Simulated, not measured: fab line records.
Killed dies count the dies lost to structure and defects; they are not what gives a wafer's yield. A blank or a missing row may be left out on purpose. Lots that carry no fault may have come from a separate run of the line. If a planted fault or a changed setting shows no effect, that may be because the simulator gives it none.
Chamber matching	flow n5 finfet	N5_BEOL_M2_CO_CAP_55 on cvd co-02: 3 sister chambers
The step material Co, precursor CCTBA/H2, target thk 2 nm, time 102.1 s. 3 wafers are shown with their chamber, then 11 later ones without.

WAFERS PAIRED WITH THEIR CHAMBERS
wafer	chamber	heater power w (W)
L084.5	1	242
L085.4	0	226
L089.2	2	267

WAFERS WITHOUT THEIR CHAMBER
wafer	heater power w (W)
L089.3	241
L089.6	235
L092.1	237
L092.2	230
L092.3	269
L093.3	232
L093.5	263
L093.6	238
L094.1	261
L094.4	230
L094.5	241

THE CHAMBER EACH PASSED THROUGH
wafer	from the rows above	in truth
L089.3	1	1
L089.6	can't be placed: 1 or 0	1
L092.1	can't be placed: 1 or 0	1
L092.2	can't be placed: 0 or 1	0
L092.3	2	2
L093.3	can't be placed: 0 or 1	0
L093.5	2	2
L093.6	can't be placed: 1 or 0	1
L094.1	2	2
L094.4	can't be placed: 0 or 1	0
L094.5	1	1
Correctly placed: 5 of 11. Can't be placed from these rows: 6 (the true chamber is among the candidates in 6). Placed wrongly: 0.
How it was worked out, from the rows above alone: a wafer's distance from a chamber is the root of the sum, over the readings, of the square of ((its reading less the chamber's mean) divided by the reading's scatter). The wafer belongs to the nearest chamber; if the next one is less than 2 further off, it can't be placed. The mean given for a chamber averages the wafers shown for that chamber. The scatter: with one shown wafer a chamber, the root of the mean of the squares of how far each hidden wafer lies from its nearest shown one.
